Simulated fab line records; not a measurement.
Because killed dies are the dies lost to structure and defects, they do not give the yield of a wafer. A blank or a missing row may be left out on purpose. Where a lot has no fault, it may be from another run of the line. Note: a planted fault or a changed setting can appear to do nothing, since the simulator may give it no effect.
fab line records -- flow n5-finfet
record: lots: 7, wafers: 21
route steps=1938 shown BEOL_M15@1801
start-h: hours from the record's opening day to when the first of the lot's shown wafers began -- wait-h: how many hours have passed since the lot's step before this one -- " same as the row above -- L1.1+2: a single row standing in for several wafers -- - either no value or no given start -- * or withheld: withheld -- < > ~ a bound
route shown NAME@n: names a module that has steps shown in the file, with the first one's number in the route -- usual: mean/standard deviation of fault-free wafers -- same: alike in all rows -- chamber/n: place in a boat -- sites: per-site readings -- _std_site: the standard deviation of these -- _edge_site: the outer-site mean with the inner-site mean subtracted -- radius-mm: how far each site lies from the wafer's centre -- mask NAME#n: copy n -- behind: the tool/chamber that last shaped the wafer -- hold: why the lot was held/for how many hours/how that ended -- device: names the non-switching transistor (n, p or np) -- end of line: at the end of the route, the tests of the same wafers -- a step given without rows: its recipe and nothing more -- killed: at the first sort, the dies lost to defects and structure; wafer yield is something else -- map: a wafer's dies, marking killed ones x, the rest . and places with no die _
set.NAME: the setting as run; set.NAME@STEP: as run at that earlier step -- model.NAME: the simulator's own value behind a step, which no gauge read
lots where settings were altered on purpose, with a table for each step and a row for each wafer
== steps ==
step: N5_BEOL_M15_PEB_26
recipe: peb-temp-c: 130, peb-time-s: 90
lot.wafer,tool,chamber,start-h,wait-h,set.peb-temp-c
L074.2,litho-track-01,0,255.98,0.0,126.3
L074.5+6,litho-track-01,0,255.98,0.0,130
L079.1+6,litho-track-01,0,289.68,0.1,130
L079.2,litho-track-01,0,289.68,0.1,128.6
L080.1+4,litho-track-05,0,311.52,0.1,130
L080.5,litho-track-05,0,311.52,0.1,131.1
L084.1+3+6,litho-track-02,0,324.47,0.1,130
L087.4+6,litho-track-05,0,333.40,0.0,130
L087.5,litho-track-05,0,333.40,0.0,128.2
L088.2+4+5,litho-track-01,0,335.84,0.0,130
L091.1+2+4,litho-track-01,0,360.19,0.1,130
step: N5_BEOL_M15_DEVELOP_27
recipe: develop-time-s: 45, rinse-liquid: diw, dry: air-spin, dev-temp-c: 21
step: N5_BEOL_M15_HARDBAKE_32
recipe: temp-c: 130, time-s: 120
step: N5_BEOL_M15_CD_MEAS_28
recipe: target-cd-nm: 407.6, landing-energy-ev: 500, detector: se-inlens
usual: cd-nm: 407.6/2.1
lot.wafer,tool,chamber,start-h,wait-h,set.peb-temp-c@BEOL_M15_PEB_26,cd-nm
L074.2,cd-sem-03,0,256.09,-,126.3,387.3
L074.5,cd-sem-03,0,256.09,-,130,404.6
L074.6,cd-sem-03,0,256.09,-,130,407.5
L079.1,cd-sem-02,0,289.79,-,130,411.2
L079.2,cd-sem-02,0,289.79,-,128.6,399.2
L079.6,cd-sem-02,0,289.79,-,130,407.5
L080.1,cd-sem-01,0,311.64,-,130,408.5
L080.4,cd-sem-01,0,311.64,-,130,408.4
L080.5,cd-sem-01,0,311.64,-,131.1,410.3
L084.1,cd-sem-01,0,324.59,-,130,410.7
L084.3,cd-sem-01,0,324.59,-,130,409.8
L084.6,cd-sem-01,0,324.59,-,130,411.7
L087.4,cd-sem-01,0,333.51,-,130,406.8
L087.5,cd-sem-01,0,333.51,-,128.2,397.0
L087.6,cd-sem-01,0,333.51,-,130,405.3
L088.2,cd-sem-01,0,335.96,-,130,405.8
L088.4,cd-sem-01,0,335.96,-,130,407.1
L088.5,cd-sem-01,0,335.96,-,130,407.4
L091.1,cd-sem-03,0,360.31,-,130,408.2
L091.2,cd-sem-03,0,360.31,-,130,407.4
L091.4,cd-sem-03,0,360.31,-,130,405.9
step: N5_BEOL_M15_DESCUM_33
recipe: chemistry: O2, time-s: 7.9, source-power-w: 50, bias-power-w: 20, pressure-mtorr: 20, rf-frequency-hz: 2.712e+07, temp-c: 40, o2-flow-sccm: 225
lot.wafer,tool,chamber,start-h,wait-h,set.peb-temp-c@BEOL_M15_PEB_26,model.BEOL_M15.cd-nm
L074.2,rie-diel-05,2,256.20,0.1,126.3,387.4
L074.5,rie-diel-05,0,256.20,0.1,130,404.6
L074.6,rie-diel-05,1,256.20,0.1,130,407.6
L079.1,rie-diel-06,0,290.00,0.1,130,411.4
L079.2,rie-diel-06,2,290.00,0.1,128.6,399.2
L079.6,rie-diel-06,0,290.00,0.1,130,407.4
L080.1,rie-diel-05,1,311.73,0.0,130,408.6
L080.4,rie-diel-05,1,311.73,0.0,130,408
L080.5,rie-diel-05,0,311.73,0.0,131.1,410.4
L084.1,rie-diel-01,0,324.67,0.0,130,410.8
L084.3,rie-diel-01,1,324.67,0.0,130,410.4
L084.6,rie-diel-01,1,324.67,0.0,130,411.4
L087.4,rie-diel-01,1,333.72,0.1,130,406.8
L087.5,rie-diel-01,0,333.72,0.1,128.2,396.8
L087.6,rie-diel-01,2,333.72,0.1,130,405.2
L088.2,rie-diel-05,0,336.43,0.4,130,405.8
L088.4,rie-diel-05,2,336.43,0.4,130,407.2
L088.5,rie-diel-05,0,336.43,0.4,130,407.4
L091.1,rie-diel-05,3,360.40,0.0,130,408.2
L091.2,rie-diel-05,2,360.40,0.0,130,407.4
L091.4,rie-diel-05,0,360.40,0.0,130,405.6
step: N5_BEOL_M15_ETCH_61
recipe: chemistry: N2/H2, target: BARC, target-depth-a: 890, overetch-a: 267, time-s: 67.9, ion-energy-ev: 200, pressure-mtorr: 30, source-w: 840, bias-w: 150, n2-flow-sccm: 200, h2-flow-sccm: 200
lot.wafer,tool,chamber,start-h,wait-h,set.spin-rpm@BEOL_M15_COAT_04,set.peb-temp-c@BEOL_M15_PEB_26,model.coat_of_BEOL_M15_COAT_22.thk-nm,model.BEOL_M15.cd-nm
L074.2,rie-diel-05,2,256.24,0.0,1704,126.3,718.4,379.2
L074.5,rie-diel-05,0,256.24,0.0,1704,130,718.6,397
L074.6,rie-diel-05,1,256.24,0.0,1639,130,718.2,400
L079.1,rie-diel-06,0,290.03,0.0,1811,130,724.2,404.4
L079.2,rie-diel-06,2,290.03,0.0,1704,128.6,720.6,390.4
L079.6,rie-diel-06,0,290.03,0.0,1704,130,724.8,399.8
L080.1,rie-diel-05,1,311.76,0.0,1894,130,717,401.6
L080.4,rie-diel-05,1,311.76,0.0,1704,130,717,401.2
L080.5,rie-diel-05,0,311.76,0.0,1704,131.1,717.6,402.4
L084.1,rie-diel-01,0,324.71,0.0,1704,130,719,403.6
L084.3,rie-diel-01,1,324.71,0.0,1704,130,716.4,403.4
L084.6,rie-diel-01,1,324.71,0.0,1704,130,713.8,404.8
L087.4,rie-diel-01,1,333.76,0.0,1637,130,719.4,399.6
L087.5,rie-diel-01,0,333.76,0.0,1704,128.2,767,389.4
L087.6,rie-diel-01,2,333.76,0.0,1704,130,766.2,398
L088.2,rie-diel-05,0,336.47,0.0,1704,130,718.4,398
L088.4,rie-diel-05,2,336.47,0.0,1704,130,716,400.2
L088.5,rie-diel-05,0,336.47,0.0,1704,130,715.2,400
L091.1,rie-diel-05,3,360.43,0.0,1704,130,715.6,400.8
L091.2,rie-diel-05,2,360.43,0.0,1704,130,716,400.6
L091.4,rie-diel-05,0,360.43,0.0,1704,130,716.4,398.2
step: N5_BEOL_M15_TRENCH_ETCH_34
recipe: chemistry: C4F8/O2/Ar, target: SiO2, target-depth-a: 8729.3, he-inner-torr: 15, he-outer-torr: 30, time-s: 199, ion-energy-ev: 800, pressure-mtorr: 20, source-w: 1905, bias-w: 2040, Ar_flow_sccm: 400, C4F8_flow_sccm: 16, O2_flow_sccm: 12
step: N5_BEOL_M15_STRIP_62
recipe: chemistry: O2, power-w: 600, temp-c: 60, pressure-mtorr: 30, rf-frequency-hz: 6e+07, bias-power-w: 0, overash-fraction: 0.3, o2-flow-sccm: 225
step: N5_BEOL_M15_STRIP_37
recipe: chemistry: O2, power-w: 600, temp-c: 60, pressure-mtorr: 30, rf-frequency-hz: 6e+07, bias-power-w: 0, overash-fraction: 0.3, o2-flow-sccm: 225
step: N5_BEOL_M15_ETCH_38
recipe: chemistry: CF4/N2, target: SiCN, target-depth-a: 1064, taper-deg: 2, time-s: 120.5, ion-energy-ev: 150, mask-material: SiO2, pressure-mtorr: 40, source-w: 430, bias-w: 70, Ar_flow_sccm: 100, cf4-flow-sccm: 60, n2-flow-sccm: 60
lot.wafer,tool,chamber,start-h,wait-h,set.temp-c@BEOL_M15_ILD_DEP_00,model.SiO2_of_BEOL_M15_ILD_DEP_00.thk-nm
L074.2,rie-diel-06,0,-,-,400,1565
L074.5,rie-diel-06,3,-,-,400,1586
L074.6,rie-diel-06,2,-,-,395.8,1596
L079.1,rie-diel-05,1,-,-,400,1528
L079.2,rie-diel-05,0,-,-,407.5,1450
L079.6,rie-diel-05,2,-,-,407.5,1467
L080.1,rie-diel-01,2,-,-,400,1565
L080.4,rie-diel-01,1,-,-,400,1586
L080.5,rie-diel-01,3,-,-,400,1593
L084.1,rie-diel-01,1,-,-,400,1528
L084.3,rie-diel-01,3,-,-,405.4,1464
L084.6,rie-diel-01,3,-,-,405.4,1483
L087.4,rie-diel-01,1,-,-,403.6,1508
L087.5,rie-diel-01,0,-,-,403.6,1530
L087.6,rie-diel-01,2,-,-,400,1562
L088.2,rie-diel-05,0,-,-,400,1529
L088.4,rie-diel-05,1,-,-,400,1551
L088.5,rie-diel-05,0,-,-,400,1544
L091.1,rie-diel-01,2,-,-,400,1564
L091.2,rie-diel-01,1,-,-,405.5,1489
L091.4,rie-diel-01,3,-,-,400,1578
== key ==
split: step: N5_BEOL_M15_PEB_26, setting: peb-temp-c, stated: 130, by: wafer
response: step: N5_BEOL_M15_CD_MEAS_28, reading: cd-nm, change: +6.6, per: 1%, r: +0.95
response: step: N5_BEOL_M15_DESCUM_33, reading: model.BEOL_M15.cd-nm, change: +6.62, per: 1%, r: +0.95
response: step: N5_BEOL_M15_ETCH_61, reading: model.BEOL_M15.cd-nm, change: +6.84, per: 1%, r: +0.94
split outside-this-file step=N5_BEOL_M15_ILD_DEP_00 setting=temp-c
split outside-this-file step=N5_BEOL_M15_COAT_04 setting=spin-rpm
split outside-this-file: this setting was split too, and the file shows its column; the key of that split is in another file
